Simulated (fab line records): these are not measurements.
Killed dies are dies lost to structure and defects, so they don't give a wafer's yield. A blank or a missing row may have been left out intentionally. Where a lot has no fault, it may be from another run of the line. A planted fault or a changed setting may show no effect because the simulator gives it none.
A struck lot beside a sound one + flow nand_harc + 14 steps out of a route of 1302
Sound: wafers L180.1, L180.5, L180.6. The struck wafers were L175.3, L175.4, L175.5. The cause is given at the end.
For every step that has rows: the tool of each side, followed by ch and its chambers, followed by its first start. Under that, the readings that differ: sound wafers + struck wafers + difference of the means + sigmas: that difference in standard deviations of wafers without a fault.
alike: same words and numbers on both sides, and readings whose means sit less than 2 such deviations apart. not compared: any withheld reading, any reading some wafer has no value for, any bound like >300 that may hide the same value, and any number with overlapping values for which the record gives no deviation.
A row with sigmas, a row that says differs or no value, or rows on one side alone: a step with any of these is where the two part. When numbers do not overlap yet have no deviation, they are printed without sigmas and do not part them. A reading that every wafer of one side lacks parts them only if that side has two wafers or more.

first, 1 step without rows for these wafers: NHARC_A_CHANNEL_HOLE_D2_SRD_30.
NHARC_A_CHANNEL_HOLE_D2_CD_MEAS_31:
  sound on cd_sem-01 at day 19 12:33; struck on cd_sem-02 at day 17 00:40
  alike: cd_nm
following that, these wafers have no rows for 1 step: NHARC_A_CHANNEL_HOLE_D2_XSEM_32.
NHARC_A_CHANNEL_HOLE_D2_INSPECT_40:
  sound on defect_inspect-02 at day 19 12:44; struck on defect_inspect-02 at day 17 00:51
  alike: raw_defect_count
then, 2 steps without rows for these wafers: NHARC_A_CHANNEL_FILL_D2_PRECLEAN_00 (cleans in SC1); NHARC_A_CHANNEL_FILL_D2_SRD_01.
NHARC_A_CHANNEL_FILL_D2_ALD_02: deposits SiO2, target thk 6 nm, pulse time 10 s, ald cycles 60.
  sound on ald_hk-02 ch 0,3, day 19 12:56; struck on ald_hk-01 ch 1,3, day 17 01:07
  alike: heater_power_w, precursor_pulse_height_rel
NHARC_A_CHANNEL_FILL_D2_ALD_03: deposits SiNx, target thk 6 nm, pulse time 60 s, ald cycles 58.
  sound on ald_sin_batch-02 ch 0; struck on ald_sin_batch-02 ch 0
  alike: precursor_pulse_height_rel
NHARC_A_CHANNEL_FILL_D2_ALD_14: deposits SiO2, target thk 2.5 nm, pulse time 10 s, ald cycles 25.
  sound on ald_hk-01 ch 0,1,3, day 19 19:52; struck on ald_hk-01 ch 0,2,3, day 17 08:10
  alike: heater_power_w, precursor_pulse_height_rel
NHARC_A_CHANNEL_FILL_D2_ALD_15: deposits SiNx, target thk 2 nm, pulse time 60 s, ald cycles 19.
  sound on ald_sin_batch-01 ch 0; struck on ald_sin_batch-02 ch 0
  alike: precursor_pulse_height_rel
then, 2 steps without rows for these wafers: NHARC_A_CHANNEL_FILL_D2_ALD_16 (deposits SiO2, target thk 1.5 nm, pulse time 10 s, ald cycles 15); NHARC_A_CHANNEL_FILL_D2_ANNEAL_17 (time 1800 s).
NHARC_A_CHANNEL_FILL_D2_CVD_18: deposits poly-Si, target thk 3 nm.
  sound on lpcvd_poly-04 ch 0, day 20 11:07; struck on lpcvd_poly-04 ch 0, day 18 01:52
NHARC_A_CHANNEL_FILL_D2_ETCHBACK_19: etches the open film in HBr/Cl2, target depth 5 nm, time 1.7 s.
  sound on rie_si-05 ch 0,3, day 20 13:11; struck on rie_si-03 ch 1,2, day 18 04:16
| reading                     | sound             | struck            | difference | sigmas |
|-----------------------------|-------------------|-------------------|------------|--------|
| drypump_motor_current_A (A) | 4.8 4.8 5.3       | 6.1 5.6 6.1       | +1.0       | +2     |
| oes_product_au (a.u.)       | 0.989 0.988 0.987 | 1.027 0.991 1.018 | +0.024     | +2     |
  alike: rf_fwd_power_W, throttle_valve_pct
  not compared: rf_hours_counter_h

== WHERE THEY PART ==
Only at NHARC_A_CHANNEL_FILL_D2_ETCHBACK_19, within this record.

WHY: what the simulator had put in
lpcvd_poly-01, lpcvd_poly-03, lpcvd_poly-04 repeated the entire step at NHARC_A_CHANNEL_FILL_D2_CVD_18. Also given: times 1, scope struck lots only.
